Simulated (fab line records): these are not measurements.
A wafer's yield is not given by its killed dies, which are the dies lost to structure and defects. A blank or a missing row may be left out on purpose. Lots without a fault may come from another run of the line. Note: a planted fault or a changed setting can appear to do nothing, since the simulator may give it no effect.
Split-lot study :: flow n5 finfet :: 7 lots, 21 wafers read, on a route of 1938 steps

## THE SPLIT
At N5_BEOL_M4_EXPOSE_08 (exposes mask M4), the setting dose mj was moved away from the recipe's 41.25 on 6 of the 21 wafers read, by -3.2% to +7.4%. All remaining wafers had this setting at the recipe value.

## FROM THE SPLIT TO THE READING: what the file shows between them, 18 steps
- N5_BEOL_M4_PEB_09: peb time 60 s
- N5_BEOL_M4_DEVELOP_10: develop time 30 s
- N5_BEOL_M4_CD_MEAS_11: target cd 16.79 nm
- N5_BEOL_M4_DESCUM_16: chemistry O2, time 7 s
- N5_BEOL_M4_ETCH_74: etches underlayer in N2/H2, target depth 6.5 nm, time 5.2 s
- N5_BEOL_M4_ETCH_63: etches SiARC in CF4, target depth 15.6 nm, time 26 s
- N5_BEOL_M4_ETCH_64: etches SOC in N2/H2, target depth 75 nm, overetch 22.5 nm, time 121.9 s
- N5_BEOL_M4_STRIP_65: strips in N2/H2
- N5_BEOL_M4_STRIP_75: strips in N2/H2
- N5_BEOL_M4_HM_OPEN_17: chemistry Cl2/BCl3, target TiN, target depth 20 nm, overetch 6 nm
- N5_BEOL_M4_STRIP_19: strips in O2
- N5_BEOL_M4_CD_MEAS_18: pitch 36 nm, target cd 18 nm
- N5_BEOL_M4_ETCH_70: etches SOC in N2/H2, target depth 80 nm, overetch 24 nm, time 130 s (also split here: bias w)
- N5_BEOL_M4_TRENCH_ETCH_37: etches SiOC in C4F6/O2, target depth 55.555 nm, time 29.2 s (also split here: source w)
- N5_BEOL_M4_ETCH_41: etches SiCN in CH3F/O2, target depth 29.9 nm, time 52.5 s
- N5_BEOL_M4_STRIP_97: strips in N2/H2, time 10 s
- N5_BEOL_M4_PRECLEAN_42: cleans in residue remover, time 60 s
- N5_BEOL_M4_SRD_43: time 30 s

## THE READING
cd nm, in nm, at N5_BEOL_M4_CD_MEAS_35 (target cd 18 nm, target cd y 22.4 nm). Fault-free wafers of this fab line usually give 18.0 nm, standard deviation 0.35 nm.

wafer: L075.1
tool, chamber at the split: euv scanner-01, 0
dose mj as run: 44.31
against the recipe: +7.4%
cd nm, nm: 19.4
against lot-mates on the recipe: +2.1

wafer: L075.3
tool, chamber at the split: euv scanner-01, 0
dose mj as run: 41.25
against the recipe: recipe
cd nm, nm: 16.9
against lot-mates on the recipe: -

wafer: L075.4
tool, chamber at the split: euv scanner-01, 0
dose mj as run: 41.25
against the recipe: recipe
cd nm, nm: 17.6
against lot-mates on the recipe: -

wafer: L081.1
tool, chamber at the split: euv scanner-01, 0
dose mj as run: 41.25
against the recipe: recipe
cd nm, nm: 18.0
against lot-mates on the recipe: -

wafer: L081.2
tool, chamber at the split: euv scanner-01, 0
dose mj as run: 40.2
against the recipe: -2.5%
cd nm, nm: 17.3
against lot-mates on the recipe: -0.6

wafer: L081.6
tool, chamber at the split: euv scanner-01, 0
dose mj as run: 41.25
against the recipe: recipe
cd nm, nm: 17.8
against lot-mates on the recipe: -

wafer: L086.3
tool, chamber at the split: euv scanner-01, 0
dose mj as run: 41.25
against the recipe: recipe
cd nm, nm: 18.1
against lot-mates on the recipe: -

wafer: L086.5
tool, chamber at the split: euv scanner-01, 0
dose mj as run: 41.25
against the recipe: recipe
cd nm, nm: 18.3
against lot-mates on the recipe: -

wafer: L086.6
tool, chamber at the split: euv scanner-01, 0
dose mj as run: 44.11
against the recipe: +6.9%
cd nm, nm: 19.0
against lot-mates on the recipe: +0.8

wafer: L090.1
tool, chamber at the split: euv scanner-01, 0
dose mj as run: 44.19
against the recipe: +7.1%
cd nm, nm: 19.7
against lot-mates on the recipe: +1.4

wafer: L090.3
tool, chamber at the split: euv scanner-01, 0
dose mj as run: 41.25
against the recipe: recipe
cd nm, nm: 18.3
against lot-mates on the recipe: -

wafer: L090.6
tool, chamber at the split: euv scanner-01, 0
dose mj as run: 44.19
against the recipe: +7.1%
cd nm, nm: 19.8
against lot-mates on the recipe: +1.5

wafer: L094.1
tool, chamber at the split: euv scanner-02, 0
dose mj as run: 39.91
against the recipe: -3.2%
cd nm, nm: 17.0
against lot-mates on the recipe: -0.8

wafer: L094.3
tool, chamber at the split: euv scanner-02, 0
dose mj as run: 41.25
against the recipe: recipe
cd nm, nm: 17.8
against lot-mates on the recipe: -

wafer: L094.5
tool, chamber at the split: euv scanner-02, 0
dose mj as run: 41.25
against the recipe: recipe
cd nm, nm: 17.8
against lot-mates on the recipe: -

wafer: L095.1
tool, chamber at the split: euv scanner-01, 0
dose mj as run: 41.25
against the recipe: recipe
cd nm, nm: 17.8
against lot-mates on the recipe: -

wafer: L095.2
tool, chamber at the split: euv scanner-01, 0
dose mj as run: 41.25
against the recipe: recipe
cd nm, nm: 18.0
against lot-mates on the recipe: -

wafer: L095.4
tool, chamber at the split: euv scanner-01, 0
dose mj as run: 41.25
against the recipe: recipe
cd nm, nm: 17.8
against lot-mates on the recipe: -

wafer: L097.3
tool, chamber at the split: euv scanner-01, 0
dose mj as run: 41.25
against the recipe: recipe
cd nm, nm: 17.1
against lot-mates on the recipe: -

wafer: L097.4
tool, chamber at the split: euv scanner-01, 0
dose mj as run: 41.25
against the recipe: recipe
cd nm, nm: 18.1
against lot-mates on the recipe: -

wafer: L097.6
tool, chamber at the split: euv scanner-01, 0
dose mj as run: 41.25
against the recipe: recipe
cd nm, nm: 17.5
against lot-mates on the recipe: -

FIT RESULTS
A straight line over all 21 wafers: cd nm changes by +0.234 nm for each +1% of dose mj; r = +0.90; the points scatter about the line by 0.37 nm.
The same after taking each lot's own level away (the mean of its wafers on the recipe; 21 wafers): +0.21 nm for each +1%; r = +0.92; scatter 0.29 nm.
On that fit, the largest move of dose mj shifts the reading by 1.6 nm.
From 17.25 to 18.30 nm: that is the span of the lots' own levels, equal to 3.0 times the standard deviation above.
So the slope is not independent of the lot-to-lot level: the two fits are not the same.
Check: +1.34 nm against its lot-mates is what the line predicts for one of the wafers moved furthest among these (+7.4%) when that wafer is left out of the fit. Against them it came out at +2.15 nm.

## FURTHER SPLITS ON THESE WAFERS
Note: prior to the reading, these wafers also went through further splits. Each is held against what the fit with the lots' levels taken away leaves over:
other split on the same wafers: N5_BEOL_M3_COAT_62 spin rpm
wafers away from the commonest value: 10
r with cd nm (lot level and that fit taken away): +0.50

other split on the same wafers: N5_BEOL_M3_ETCH_41 target depth a
wafers away from the commonest value: 13
r with cd nm (lot level and that fit taken away): +0.28

other split on the same wafers: N5_BEOL_M4_ILD_DEP_00 time s
wafers away from the commonest value: 8
r with cd nm (lot level and that fit taken away): -0.21

other split on the same wafers: N5_BEOL_M4_ETCH_70 bias w
wafers away from the commonest value: 6
r with cd nm (lot level and that fit taken away): -0.28

other split on the same wafers: N5_BEOL_M4_TRENCH_ETCH_37 source w
wafers away from the commonest value: 5
r with cd nm (lot level and that fit taken away): +0.54

## THE WHOLE CHAIN: every reading that the file lists as answering this split, in the file's order
step: N5_BEOL_M4_CD_MEAS_11
what it does: target cd 16.79 nm
reading: cd nm
change (the file's fit): +0.219 nm for each +1% of the setting
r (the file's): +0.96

step: N5_BEOL_M4_ETCH_74
what it does: etches underlayer in N2/H2, target depth 6.5 nm, time 5.2 s
reading: BEOL_M4.cd offset nm (the simulator's own value, which no gauge read)
change (the file's fit): +0.186 nm for each +1% of the setting
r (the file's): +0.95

step: N5_BEOL_M4_ETCH_63
what it does: etches SiARC in CF4, target depth 15.6 nm, time 26 s
reading: BEOL_M4.cd offset nm (the simulator's own value, which no gauge read)
change (the file's fit): +0.195 nm for each +1% of the setting
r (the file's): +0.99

step: N5_BEOL_M4_ETCH_64
what it does: etches SOC in N2/H2, target depth 75 nm, overetch 22.5 nm, time 121.9 s
reading: BEOL_M4.cd offset nm (the simulator's own value, which no gauge read)
change (the file's fit): +0.185 nm for each +1% of the setting
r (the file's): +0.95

step: N5_BEOL_M4_CD_MEAS_18
what it does: pitch 36 nm, target cd 18 nm
reading: cd nm
change (the file's fit): +0.19 nm for each +1% of the setting
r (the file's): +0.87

step: N5_BEOL_M4_CD_MEAS_35
what it does: target cd 18 nm, target cd y 22.4 nm
reading: cd nm
change (the file's fit): +0.215 nm for each +1% of the setting
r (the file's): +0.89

## FILE'S OWN FIT
cd nm changes by +0.215 nm for each +1% of dose mj, r = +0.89.
